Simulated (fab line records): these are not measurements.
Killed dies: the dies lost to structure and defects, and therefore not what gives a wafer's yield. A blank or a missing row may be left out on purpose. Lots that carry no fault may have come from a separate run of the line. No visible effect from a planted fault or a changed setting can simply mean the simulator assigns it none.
Matching of chambers / flow n5-finfet / N5_BEOL_M11_ETCH_66 on rie-diel-02: 4 sister chambers
The step etches SOC in N2/H2, target depth 120 nm, overetch 24 nm, time 180 s. 4 wafers are shown with their chamber, then 10 later ones without.

WAFERS PAIRED WITH THEIR CHAMBERS
wafer=L084.5; chamber=0; showerhead-plenum-p-Torr (Torr)=2.50
wafer=L087.4; chamber=3; showerhead-plenum-p-Torr (Torr)=2.70
wafer=L090.1; chamber=2; showerhead-plenum-p-Torr (Torr)=2.59
wafer=L090.2; chamber=1; showerhead-plenum-p-Torr (Torr)=2.56

WAFERS WITH NO CHAMBER GIVEN
wafer=L090.6; showerhead-plenum-p-Torr (Torr)=2.59
wafer=L092.1; showerhead-plenum-p-Torr (Torr)=2.69
wafer=L092.2; showerhead-plenum-p-Torr (Torr)=2.56
wafer=L092.4; showerhead-plenum-p-Torr (Torr)=2.59
wafer=L096.1; showerhead-plenum-p-Torr (Torr)=2.55
wafer=L096.4; showerhead-plenum-p-Torr (Torr)=2.49
wafer=L096.5; showerhead-plenum-p-Torr (Torr)=2.58
wafer=L094.1; showerhead-plenum-p-Torr (Torr)=2.55
wafer=L094.3; showerhead-plenum-p-Torr (Torr)=2.49
wafer=L094.6; showerhead-plenum-p-Torr (Torr)=2.55

THE CHAMBER EACH PASSED THROUGH
wafer=L090.6; from the rows above=2; in truth=2
wafer=L092.1; from the rows above=3; in truth=3
wafer=L092.2; from the rows above=1; in truth=1
wafer=L092.4; from the rows above=2; in truth=2
wafer=L096.1; from the rows above=1; in truth=1
wafer=L096.4; from the rows above=0; in truth=0
wafer=L096.5; from the rows above=can't be placed: 2 or 1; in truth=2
wafer=L094.1; from the rows above=1; in truth=1
wafer=L094.3; from the rows above=0; in truth=0
wafer=L094.6; from the rows above=1; in truth=1
Correctly placed: 9 of 10. Can't be placed from these rows: 1 (the true chamber is among the candidates in 1). 0 placed wrongly.
How it was worked out, from the rows above alone: a wafer's distance from a chamber is the root of the sum, over the readings, of the square of ((its reading less the chamber's mean) divided by the reading's scatter). If the next closest chamber is less than 2 further off than the closest, the wafer can't be placed; otherwise it belongs to the closest. Each chamber's mean is taken over the wafers shown for it. The scatter: with one shown wafer a chamber, the root of the mean of the squares of how far each hidden wafer lies from its nearest shown one.
